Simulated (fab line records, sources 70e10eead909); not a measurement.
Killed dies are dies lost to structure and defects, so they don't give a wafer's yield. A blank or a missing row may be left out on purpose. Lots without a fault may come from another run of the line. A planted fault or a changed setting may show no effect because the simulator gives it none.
Problem report in the 8D (eight disciplines) form, filled by code | flow nand_harc | the parts of the form that need people (team, actions taken, sign-off) are left out

1. THE PROBLEM
oes_product_au at NHARC_P_M1_ETCH_28 reads a mean of 0.804 a.u. on 1 wafer of 1 lot; wafers without a fault read 1.003 a.u. with a standard deviation of 0.014. That is -14 standard deviations from the usual mean.
The step: etches the open film in CF4/N2, target depth 30 nm, time 72.99 s.
First seen on wafer L171.5, day 8 18:22, on rie_diel-12. The record holds 38 wafers of 13 lots with a number at this step. Rule for "out", or "out of limits": more than 4 standard deviations from the usual mean. The other wafers with a number count as sound.

2. WHAT IT IS AND WHAT IT IS NOT
question                    | is               | is not
which readings at this step | oes_product_au   | cf4_flow_sccm, drypump_motor_current_A, rf_vpp_V, showerhead_plenum_p_Torr, throttle_valve_pct
which lots                  | L171             | L162, L163, L164, L165, L166, L167, L168, L169, L175, L179, L181, L185
which wafers of those lots  | L171.5           | L171.1
read on which tools         | rie_diel-12      | rie_diel-01, rie_diel-06
when                        | from day 8 18:22 | up to then (25 sound wafers); but 12 sound wafers of L175, L179, L181, L185 came after

3. SUSPECTS, AND WHAT RULES EACH OUT
Counting: a tool at a process step up to the reading stays a suspect if it ran every lot that is out. Sound lots after the first of them don't rule it out here, since some wafers of a struck lot are sound.
- cmp-03 at NHARC_P_CONTACT_CMP_24 (polishes, t overpolish 30 s, target thk 200 nm): kept. It ran the lot that is out, L171 (day 8 12:10); its last sound lot up to then is L168 (day 7 09:04).
- pvd_sputter-03 at NHARC_P_M0_DEGAS_28 (time 60 s): kept. It ran the lot that is out, L171 (day 8 14:37); its last sound lot up to then is L169 (day 7 12:09).
- rie_diel-12 at NHARC_P_M1_ETCH_28 (etches the open film in CF4/N2, target depth 30 nm, time 72.99 s): kept. It ran the lot that is out, L171 (day 8 18:22); its last sound lot up to then is L169 (day 7 16:15). Its own readings are out on those wafers: oes_product_au.
- Within rie_diel-12 at NHARC_P_M1_ETCH_28: the wafers that are out ran in chamber 3; their sound lot-mates ran in chamber 1.
Left after counting: cmp-03 at NHARC_P_CONTACT_CMP_24, pvd_sputter-03 at NHARC_P_M0_DEGAS_28, rie_diel-12 at NHARC_P_M1_ETCH_28.

4. THE CAUSE (what the simulator had put in)
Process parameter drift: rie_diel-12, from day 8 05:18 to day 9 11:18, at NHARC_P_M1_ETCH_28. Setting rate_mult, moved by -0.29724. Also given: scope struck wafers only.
Counting left 3 suspects, and this tool is among them.

5. THE CHAIN OF EFFECTS, in route order
Each row: a reading whose mean over the struck wafers that have a number lies more than 3 standard deviations from the usual. Only readings for which the record gives a usual standard deviation are gone through. hours: the time from each lot's start at the first step in this table that gives one to its start at this step, as a median over the lots. sigmas: the change in usual standard deviations.
hours | step               | reading        | usual      | on struck wafers | change | sigmas
0     | NHARC_P_M1_ETCH_28 | oes_product_au | 1.003 a.u. | 0.804            | -0.199 | -14
The process steps in it:
- NHARC_P_M1_ETCH_28: etches the open film in CF4/N2, target depth 30 nm, time 72.99 s.

6. WHAT WOULD HAVE CAUGHT IT SOONER
In this record the first reading out of limits was taken at day 8 18:22, 13 hours after the fault began at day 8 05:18.
